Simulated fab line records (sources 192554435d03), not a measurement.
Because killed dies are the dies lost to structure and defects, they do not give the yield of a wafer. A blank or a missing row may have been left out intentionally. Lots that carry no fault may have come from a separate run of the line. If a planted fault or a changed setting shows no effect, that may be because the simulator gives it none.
Problem report, 8D (eight disciplines) form, completed by code || flow n5_finfet || the parts of the form that need people (team, actions taken, sign-off) are left out

## 1. THE PROBLEM
Wafers without a fault read 1357.0 rpm, standard deviation 0.99; spin_speed_rpm at N5_WELL_APT_COAT_02 reads a mean of 1114.2 rpm on 6 wafers belonging to 2 lots. That is -99 or more standard deviations from the usual mean.
The step: resist thk 950 nm.
Earliest sighting: wafer L834.2 on litho_track-02 at day 3 07:17. At this step, 18 wafers from 6 lots have a number in the record. Rule for "out", or "out of limits": more than 4 standard deviations from the usual mean. Any other wafer with a number is counted as sound.

## 2. WHAT IT IS; WHAT IT IS NOT
{"question": "which readings at this step", "is": "spin_speed_rpm", "is not": "-"}
{"question": "which lots", "is": "L834, L838", "is not": "L830, L832, L841, L846"}
{"question": "which wafers of those lots", "is": "all that have a number", "is not": "-"}
{"question": "read on which tools", "is": "litho_track-02", "is not": "litho_track-03, litho_track-05"}
{"question": "when", "is": "from day 3 07:17", "is not": "up to then (6 sound wafers); but 6 sound wafers of L841, L846 came after"}

## 3. WHAT RULES OUT EACH SUSPECT
Counting: a tool stays on the suspect list if, at a process step up to the reading, it processed all lots that are out and no sound lot following the first of them.
- rie_diel-06 at N5_ZERO_LAYER_DESCUM_16 (chemistry O2, time 7.9 s): ruled out as a lasting fault. Sound lots L846 ran on it after its first lot that is out, L834 (day 3 06:41).
- rie_diel-06 at N5_ZERO_LAYER_ETCH_17 (etches SiO2 in CF4, target depth 12 nm, time 13.3 s): ruled out as a lasting fault. Sound lots L846 ran on it after its first lot that is out, L834 (day 3 06:43).
- plasma_asher-02 at N5_ZERO_LAYER_STRIP_24 (strips in O2): ruled out as a lasting fault. Sound lots L841 ran on it after its first lot that is out, L834 (day 3 06:53).
- litho_track-02 at N5_WELL_APT_COAT_02 (resist thk 950 nm): kept. It ran every lot that is out, first L834 (day 3 07:17), and no sound lot after that; its last sound lot up to then is L832 (day 2 19:35). On those wafers its own readings are out: spin_speed_rpm.
The count leaves litho_track-02 at N5_WELL_APT_COAT_02.

## 4. THE CAUSE (what the simulator had put in)
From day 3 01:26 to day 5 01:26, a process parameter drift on litho_track-02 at N5_WELL_APT_COAT_02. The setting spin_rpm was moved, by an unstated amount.
After counting, this tool was the only one left.

## 5. THE CHAIN OF EFFECTS, in route order
Each row: a reading where the mean over the struck wafers with a number is more than 3 standard deviations away from the usual. Scope: only readings with a usual standard deviation given in the record; hours: median across lots of the time from each lot's start at the first step in this table that gives one to its start at this step; sigmas: change in usual standard deviations.
{"hours": 0, "step": "N5_WELL_APT_COAT_02", "reading": "spin_speed_rpm", "usual": "1357.0 rpm", "on struck wafers": 1114.2, "change": -242.8, "sigmas": "-99 or more"}
Here are the process steps it includes:
- N5_WELL_APT_COAT_02: resist thk 950 nm.
At these later measuring or inspecting steps, every struck wafer for which the step has a row has a number for every such reading, and none has moved that far: N5_WELL_APT_CD_MEAS_08, N5_WELL_APT_OVL_MEAS_09, N5_WELL_APT_INSPECT_10.

## 6. WHAT WOULD HAVE CAUGHT IT SOONER
In this record the first reading out of limits was taken at day 3 07:17, 6 hours after the fault began at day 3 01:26.
